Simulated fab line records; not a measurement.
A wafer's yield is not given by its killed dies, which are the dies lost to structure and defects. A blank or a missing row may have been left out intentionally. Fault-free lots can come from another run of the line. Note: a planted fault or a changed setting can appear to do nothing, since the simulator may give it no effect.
What tool caused it? :: flow nand harc :: Sampling: 6 lots, 18 wafers, 2 of 1302 route steps

== WHAT THE GAUGES READ, wafer by wafer ==
NHARC_A_M1_THK_MEAS_24: measures by xrf.
lot: L617
measured: day 23 17:50
on: film metro-02
thk nm (nm): 154.2 153.9 152.0

lot: L619
measured: day 23 23:09
on: film metro-01
thk nm (nm): 155.4 154.0 151.7

lot: L621
measured: day 24 20:34
on: film metro-02
thk nm (nm): 154.7 153.5 155.4

lot: L633
measured: day 29 13:52
on: film metro-01
thk nm (nm): 157.0 152.4 153.0

lot: L635
measured: day 30 13:43
on: film metro-02
thk nm (nm): 152.7 155.2 153.9

lot: L638
measured: day 31 22:22
on: film metro-01
thk nm (nm): 154.7 155.0 156.4

== TOOL THAT RAN EACH LOT (tool first, then ch and the chambers of the sampled wafers, then the start) ==
lot: L617
NHARC_P_M1_PRE_CLEAN_30: pvd sputter-02, day 6 17:47

lot: L619
NHARC_P_M1_PRE_CLEAN_30: pvd sputter-01, day 7 12:52

lot: L621
NHARC_P_M1_PRE_CLEAN_30: pvd sputter-01, day 8 13:13

lot: L633
NHARC_P_M1_PRE_CLEAN_30: pvd sputter-02, day 13 09:09

lot: L635
NHARC_P_M1_PRE_CLEAN_30: pvd sputter-03, day 14 00:40

lot: L638
NHARC_P_M1_PRE_CLEAN_30: pvd sputter-02, day 15 17:01
- NHARC_P_M1_PRE_CLEAN_30: time 30 s.

== THE ANSWER, worked out from the rows above alone ==
Rule: usual is defined by the lots themselves. Put in order of their means at a reading, lots are off if they are a third of the lots or fewer, leave a main group of 4 or more, and stand apart from it by a gap of 3 or more times the standard deviation of the main group's means; of several such gaps the widest counts. If all means in a main group match to the digits the tables above print for the reading, that group is not used. Also off: a lot with no number at a reading for which 4 or more lots have one. Where the step has rows for the other lots, those lots are counted as sound.
None of the lots is off at any reading shown; this tells nothing.

== WHAT HAD BEEN PUT IN BY THE SIMULATOR ==
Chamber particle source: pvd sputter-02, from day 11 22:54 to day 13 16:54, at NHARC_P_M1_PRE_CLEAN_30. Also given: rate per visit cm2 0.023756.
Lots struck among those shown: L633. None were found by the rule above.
